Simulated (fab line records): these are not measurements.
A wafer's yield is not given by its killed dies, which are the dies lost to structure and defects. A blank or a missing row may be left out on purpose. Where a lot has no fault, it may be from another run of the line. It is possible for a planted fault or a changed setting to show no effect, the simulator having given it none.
Struck lot and sound lot, side by side / flow n5_finfet / 14 steps out of a route of 1938
Sound: wafers L920.2, L920.4, L920.5. Struck: wafers L930.2, L930.4, L930.6. The cause is named last.
For every step that has rows: the tool of each side, followed by ch and its chambers, followed by its first start. Under that, the readings that differ: sound wafers / struck wafers / difference of the means / sigmas: that difference in standard deviations of wafers without a fault.
alike: readings with means less than 2 such deviations apart, plus words and numbers identical on both sides. not compared: withheld readings, readings lacking a value on some wafer, bounds such as >300 that could conceal the same value, and numbers that have no deviation in the record and whose values overlap.
Wherever a step has rows on one side only, a row that says differs or no value, or a row with sigmas, the two part there. When numbers do not overlap yet have no deviation, they are printed without sigmas and do not part them. A reading that every wafer of one side lacks parts them only if that side has two wafers or more.

N5_GATE_CUT_OVL_MEAS_14:
  sound on overlay-02 ch 0, day 5 23:15; struck on overlay-01 ch 0, day 8 13:59
  alike: GATE_CUT_OVL
N5_GATE_CUT_INSPECT_15: inspects for defects (brightfield).
  sound on defect_inspect-01, day 5 23:18; struck on defect_inspect-02, day 8 14:02
  alike: raw_defect_count
N5_GATE_CUT_DESCUM_18: chemistry O2, time 7 s.
  sound on rie_diel-01 ch 1,2, day 5 23:20; struck on rie_diel-03 ch 2,3, day 8 14:04
reading=drypump_motor_current_A (A); sound=5.2 4.9 4.9; struck=6.5 6.6 6.5; difference=+1.5; sigmas=+2
  alike: bias_power_w, oes_product_au, rf_vpp_V, showerhead_plenum_p_Torr, throttle_valve_pct
  not compared: rf_hours_counter_h
then, 5 steps without rows for these wafers: N5_GATE_CUT_ETCH_28 (etches underlayer in N2/H2, target depth 13 nm, time 10.4 s); N5_GATE_CUT_ETCH_36 (etches SiARC in CF4, target depth 13 nm, time 21.7 s); N5_GATE_CUT_ETCH_37 (etches SOC in N2/H2, target depth 60 nm, overetch 12 nm, time 90 s); N5_GATE_CUT_STRIP_38 (strips in N2/H2); N5_GATE_CUT_STRIP_39 (strips in N2/H2).
N5_GATE_CUT_HM_OPEN_40: chemistry C4F6/O2, target SiO2, target depth 139 nm, time 85.1 s.
  sound on rie_diel-01 ch 1,2, day 5 23:30; struck on rie_diel-03 ch 2,3, day 8 14:14
reading=drypump_motor_current_A (A); sound=5.2 4.9 4.9; struck=6.5 6.6 6.5; difference=+1.5; sigmas=+2
  alike: C4F6_flow_sccm, bias_w, etch_rf_on_time_s, oes_product_au, rf_vpp_V, showerhead_plenum_p_Torr, throttle_valve_pct
  not compared: rf_hours_counter_h
then, 1 step without rows for these wafers: N5_GATE_CUT_STRIP_41 (strips in CF4).
N5_GATE_CUT_STRIP_42: strips in O2.
  sound on rie_diel-01 ch 1,2, day 5 23:35; struck on rie_diel-03 ch 2,3, day 8 14:19
reading=drypump_motor_current_A (A); sound=5.2 4.9 4.9; struck=6.4 6.6 6.4; difference=+1.5; sigmas=+2
  alike: oes_product_au, rf_vpp_V, showerhead_plenum_p_Torr, throttle_valve_pct
  not compared: rf_hours_counter_h
N5_GATE_CUT_ETCH_19: etches SiNx in CH3F/O2, target depth 53.7 nm, time 76.7 s.
  sound on rie_diel-01 ch 1,2, day 5 23:37; struck on rie_diel-03 ch 2,3, day 8 14:21
reading=drypump_motor_current_A (A); sound=5.2 4.9 4.9; struck=6.5 6.6 6.5; difference=+1.5; sigmas=+2
  alike: bias_w, etch_rf_on_time_s, oes_product_au, rf_fwd_power_W, rf_vpp_V, showerhead_plenum_p_Torr, throttle_valve_pct
  not compared: rf_hours_counter_h
N5_GATE_CUT_CUT_ETCH_53: etches W in SF6/Cl2, target depth 79.2 nm.
  sound on rie_metal-03 ch 0,1, day 5 23:44; struck on rie_metal-03 ch 0,1, day 8 14:28
reading=etch_rf_on_time_s (s); sound=26.7 26.4 26.8; struck=22.0 22.2 22.1; difference=-4.5; sigmas=-6
reading=rf_fwd_power_W (W); sound=876.7 876.0 877.3; struck=1089.5 1089.6 1094.7; difference=+214.6; sigmas=+77
  alike: bias_w, drypump_motor_current_A, he_backside_leak_sccm, oes_product_au, throttle_valve_pct
  not compared: rf_hours_counter_h
N5_GATE_CUT_CUT_ETCH_54: etches TiN in Cl2/BCl3, target depth 96.7 nm.
  sound on rie_metal-03 ch 0,1, day 5 23:47; struck on rie_metal-03 ch 0,1, day 8 14:31
  alike: bias_w, drypump_motor_current_A, etch_rf_on_time_s, he_backside_leak_sccm, oes_product_au, rf_fwd_power_W, throttle_valve_pct
  not compared: rf_hours_counter_h

## WHERE THEY PART
First at N5_GATE_CUT_DESCUM_18; last, within this record, at N5_GATE_CUT_CUT_ETCH_53. Later steps at which nothing parts them and some readings are alike: N5_GATE_CUT_CUT_ETCH_54.

WHY: what the simulator had put in
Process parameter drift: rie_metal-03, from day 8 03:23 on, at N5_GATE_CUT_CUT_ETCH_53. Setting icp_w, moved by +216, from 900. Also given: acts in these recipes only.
